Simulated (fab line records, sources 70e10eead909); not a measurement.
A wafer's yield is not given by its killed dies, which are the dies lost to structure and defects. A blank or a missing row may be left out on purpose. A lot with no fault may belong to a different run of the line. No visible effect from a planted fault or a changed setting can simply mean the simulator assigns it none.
2 desks looking at one fault | flow nand harc | what lay behind the numbers comes last; until then each desk has only its own

## TOOL OWNER'S DESK, har etch-02
The tool's own readings at NHARC_A_CHANNEL_HOLE_D2_ETCH_26 (etches the open film in C4F8/O2/Ar, time 224.1 s, target depth 300 nm): means of the sampled wafers that have a number, for each lot that ran on this tool. The brackets show how far a lot's mean lies from the usual mean; more than 4 standard deviations puts the lot out of limits, marked OUT.
Columns: A = bias v at NHARC_A_CHANNEL_HOLE_D2_ETCH_26, usual 300 V; B = c4f8 flow sccm at NHARC_A_CHANNEL_HOLE_D2_ETCH_26, usual 11.40 sccm; C = drypump motor current A at NHARC_A_CHANNEL_HOLE_D2_ETCH_26, usual 5.8 A; D = oes air line au at NHARC_A_CHANNEL_HOLE_D2_ETCH_26, usual 0.998 a.u.; E = showerhead plenum p Torr at NHARC_A_CHANNEL_HOLE_D2_ETCH_26, usual 3.75 Torr; F = throttle valve pct at NHARC_A_CHANNEL_HOLE_D2_ETCH_26, usual 24.583 %
lot  | first seen here | A   | B     | C   | D     | E    | F
L301 | day 14 07:59    | 303 | 11.40 | 5.6 | 0.999 | 3.67 | 24.584
L304 | day 15 22:29    | 300 | 11.46 | 5.4 | 0.977 | 3.77 | 24.576
L308 | day 16 14:40    | 296 | 11.42 | 5.4 | 0.985 | 3.76 | 24.592
L310 | day 17 18:58    | 299 | 11.38 | 5.5 | 1.020 | 3.84 | 24.581
L311 | day 18 06:18    | 298 | 11.43 | 5.6 | 0.994 | 3.91 | 24.575
L322 | day 23 05:25    | 298 | 11.41 | 5.5 | 0.985 | 3.79 | 24.588
Result from this desk: across the 6 lots, nothing is out of limits.

## AT THE METROLOGY DESK
Lot by lot, what the gauges showed, no matter which tool ran the lot: averages of those sampled wafers that carry a number. The brackets show how far a lot's mean lies from the usual mean; more than 4 standard deviations puts the lot out of limits, marked OUT.
Columns: A = cd nm at NHARC_A_CHANNEL_HOLE_D2_CD_MEAS_18, usual 99.6 nm; B = cd nm at NHARC_A_CHANNEL_HOLE_D2_CD_MEAS_31, usual 90.0 nm
lot  | first seen here | A     | B
L301 | day 14 00:41    | 98.7  | 90.4
L300 | day 14 02:29    | 100.8 | 91.5
L302 | day 14 13:49    | 97.9  | 91.5
L303 | day 14 15:38    | 98.8  | 90.5
L305 | day 15 02:52    | 103.1 | 90.8
L304 | day 15 18:07    | 97.3  | 88.3
L308 | day 16 10:47    | 102.6 | 90.2
L310 | day 17 11:55    | 96.9  | 90.3
L311 | day 18 02:24    | 100.6 | 89.5
L312 | day 18 19:02    | 98.1  | 91.2
L317 | day 20 07:43    | 102.9 | 89.2
L319 | day 20 17:25    | 98.9  | 90.0
L323 | day 23 01:10    | 103.1 | 89.7
L322 | day 23 01:34    | 101.8 | 89.2
Result from this desk: across the 14 lots, nothing is out of limits.

## BROUGHT TOGETHER
Nothing out of limits was seen by the tool owner's desk.
Nothing out of limits was seen by the metrology desk.

## WHAT THE SIMULATOR PUT IN
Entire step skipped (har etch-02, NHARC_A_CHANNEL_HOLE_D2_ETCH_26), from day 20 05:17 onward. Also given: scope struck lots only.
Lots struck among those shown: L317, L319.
